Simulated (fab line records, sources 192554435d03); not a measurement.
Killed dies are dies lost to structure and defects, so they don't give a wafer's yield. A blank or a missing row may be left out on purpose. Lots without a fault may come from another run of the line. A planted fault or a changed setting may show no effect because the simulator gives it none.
Problem report in the 8D (eight disciplines) form, filled by code | flow n5_finfet | the parts of the form that need people (team, actions taken, sign-off) are left out

1. THE PROBLEM
killed_at_contacts at N5_PASSIVATION_PROBE_49 reads a mean of 538 on 6 wafers of 2 lots; wafers without a fault read 13 with a standard deviation of 7. That is +75 standard deviations from the usual mean.
First seen on wafer L313.1, day 14 05:55, on prober-01. The record holds 6 wafers of 2 lots with a number at this step. Rule for "out", or "out of limits": more than 4 standard deviations from the usual mean. The other wafers with a number count as sound.

2. WHAT IT IS AND WHAT IT IS NOT
question                    | is                                                                                                                                        | is not
which readings at this step | killed_at_contacts, defect_limited_yield, killed_dies, killed_on_rim, sort_bin_5_function, sort_bin_6_memory, sort_n_pass, sort_yield_pct | killed_at_M4_up, killed_at_front_end, killed_at_other, killed_short
which lots                  | L313, L314                                                                                                                                | -
which wafers of those lots  | all that have a number                                                                                                                    | -
read on which tools         | prober-01, prober-02                                                                                                                      | -
when                        | from day 14 05:55                                                                                                                         | up to then (0 sound wafers)

3. SUSPECTS, AND WHAT RULES EACH OUT
Counting: a tool at a process step up to the reading stays a suspect if it ran every lot that is out and no sound lot after the first of them.
- cmp-04 at N5_MOL_CONTACT_COAG_CMP_23 (polishes, stops on SiO2, t overpolish 1.5 s, target thk 0 nm): kept. It ran every lot that is out, first L313 (day 7 19:36), and no sound lot after that.
Left after counting: cmp-04 at N5_MOL_CONTACT_COAG_CMP_23.

4. THE CAUSE (what the simulator had put in)
Chamber particle source: cmp-04, from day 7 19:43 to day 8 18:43, at N5_MOL_CONTACT_COAG_CMP_23. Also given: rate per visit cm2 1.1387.
Counting left only this tool.

5. THE CHAIN OF EFFECTS, in route order
Each row: a reading whose mean over the struck wafers that have a number lies more than 3 standard deviations from the usual. Only readings for which the record gives a usual standard deviation are gone through. hours: the time from each lot's start at the first step in this table that gives one to its start at this step, as a median over the lots. sigmas: the change in usual standard deviations.
hours | step                    | reading              | usual  | on struck wafers | change | sigmas
0     | N5_PASSIVATION_PROBE_49 | defect_limited_yield | 91.0 % | 48.1             | -42.9  | -29
0     | N5_PASSIVATION_PROBE_49 | killed_at_contacts   | 13     | 538              | +526   | +75
0     | N5_PASSIVATION_PROBE_49 | killed_dies          | 106    | 612              | +506   | +30
0     | N5_PASSIVATION_PROBE_49 | killed_on_rim        | 14     | 80               | +66    | +17
0     | N5_PASSIVATION_PROBE_49 | sort_bin_5_function  | 5.2 %  | 31.8             | +26.6  | +27
0     | N5_PASSIVATION_PROBE_49 | sort_bin_6_memory    | 3.4 %  | 16.3             | +12.9  | +19
0     | N5_PASSIVATION_PROBE_49 | sort_n_pass          | 1074   | 568              | -506   | -30
0     | N5_PASSIVATION_PROBE_49 | sort_yield_pct       | 91.0 % | 48.1             | -42.9  | -29
The process steps in it:
- N5_PASSIVATION_PROBE_49

6. WHAT WOULD HAVE CAUGHT IT SOONER
In this record the first reading out of limits was taken at day 14 05:55, 154 hours after the fault began at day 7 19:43.
Of the tool readings at N5_MOL_CONTACT_COAG_CMP_23 for which the record gives a usual standard deviation, none was out on any struck wafer, so an alarm limit of 4 standard deviations on them would not have fired.
All the lots that are out (2) had begun N5_MOL_CONTACT_COAG_CMP_23 on cmp-04 by day 14 05:55. A hold on the tool at that time would have spared none of them.
